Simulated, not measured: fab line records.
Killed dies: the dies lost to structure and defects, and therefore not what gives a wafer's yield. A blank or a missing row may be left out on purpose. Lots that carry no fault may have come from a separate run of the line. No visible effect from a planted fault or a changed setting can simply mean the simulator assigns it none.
Struck lot and sound lot, side by side / flow nand harc / 15 steps out of a route of 1302
Sound: the wafers L229.2, L229.4, L229.6. Struck: wafers L220.1, L220.3, L220.5. Last of all comes the cause.
Each step with rows lists, per side, the tool, then ch with its chambers, then its first start. Under that, the readings that differ: sound wafers / struck wafers / difference of the means / sigmas: that difference in standard deviations of wafers without a fault.
alike: readings with means less than 2 such deviations apart, plus words and numbers identical on both sides. not compared: withheld readings, readings lacking a value on some wafer, bounds such as >300 that could conceal the same value, and numbers that have no deviation in the record and whose values overlap.
A row with sigmas, a row that says differs or no value, or rows on one side alone: a step with any of these is where the two part. Numbers that have no deviation but don't overlap get no sigmas and don't part them. A reading missing from all wafers of one side parts the sides only when that side holds two or more wafers.

first, 1 step without rows for these wafers: NHARC_A_CHANNEL_HOLE_D1_STRIP_43 (strips in O2/COS).
NHARC_A_CHANNEL_HOLE_D1_ETCH_44: etches the open film in CF4/O2, target depth 140 nm, overetch 14 nm, time 77 s.
  sound on rie diel-07 ch 1,3, day 16 18:47; struck on rie diel-06 ch 0,2, day 13 00:18
  alike: bias w, drypump motor current A, oes_ar_750_au, oes product au, rf vpp V, showerhead plenum p Torr, throttle valve pct
  not compared: rf hours counter h
NHARC_A_CHANNEL_HOLE_D1_STRIP_27: strips in O2.
  sound: rie diel-07 ch 1,3; struck: rie diel-06 ch 0,2,3
  alike: drypump motor current A, oes product au, rf vpp V, showerhead plenum p Torr, throttle valve pct
  not compared: rf hours counter h
then, 2 steps without rows for these wafers: NHARC_A_CHANNEL_HOLE_D1_PRECLEAN_28 (cleans in SC1); NHARC_A_CHANNEL_HOLE_D1_SRD_29.
NHARC_A_CHANNEL_HOLE_D1_CD_MEAS_30:
  struck on cd sem-02, day 13 01:31; sound on cd sem-01, day 16 19:34
  alike: cd nm
following that, these wafers have no rows for 1 step: NHARC_A_CHANNEL_HOLE_D1_XSEM_31.
NHARC_A_CHANNEL_HOLE_D1_INSPECT_40:
  struck on defect inspect-02, day 13 01:43; sound on defect inspect-02, day 16 19:45
  alike: raw defect count
then, 2 steps without rows for these wafers: NHARC_A_CHANNEL_FILL_D1_PRECLEAN_00 (cleans in SC1); NHARC_A_CHANNEL_FILL_D1_SRD_01.
NHARC_A_CHANNEL_FILL_D1_ALD_02: deposits SiO2, target thk 6 nm, pulse time 10 s, ald cycles 60.
  sound on ald hk-02 ch 0,3, day 16 19:56; struck on ald hk-02 ch 0,2,3, day 13 01:58
  alike: ald cycles, heater power w, precursor pulse height rel
NHARC_A_CHANNEL_FILL_D1_ALD_03: deposits SiNx, target thk 6 nm, pulse time 60 s, ald cycles 58.
  sound: ald sin batch-01 ch 0; struck: ald sin batch-03 ch 0
  alike: ald cycles, precursor pulse height rel
NHARC_A_CHANNEL_FILL_D1_ALD_14: deposits SiO2, target thk 2.5 nm, pulse time 10 s, ald cycles 25.
  sound on ald hk-02 ch 1,2,3, day 17 02:59; struck on ald hk-04 ch 1,2, day 13 08:58
reading=ald cycles; sound=25 25 25; struck=26 26 26; difference=+1; sigmas=
  alike: heater power w, precursor pulse height rel
NHARC_A_CHANNEL_FILL_D1_ALD_15: deposits SiNx, target thk 2 nm, pulse time 60 s, ald cycles 19.
  sound: ald sin batch-02 ch 0; struck: ald sin batch-02 ch 0
  alike: ald cycles, precursor pulse height rel
following that, these wafers have no rows for 1 step: NHARC_END_SORT_01.

WHERE THEY PART
Nowhere in this record.

WHY: what the simulator had put in
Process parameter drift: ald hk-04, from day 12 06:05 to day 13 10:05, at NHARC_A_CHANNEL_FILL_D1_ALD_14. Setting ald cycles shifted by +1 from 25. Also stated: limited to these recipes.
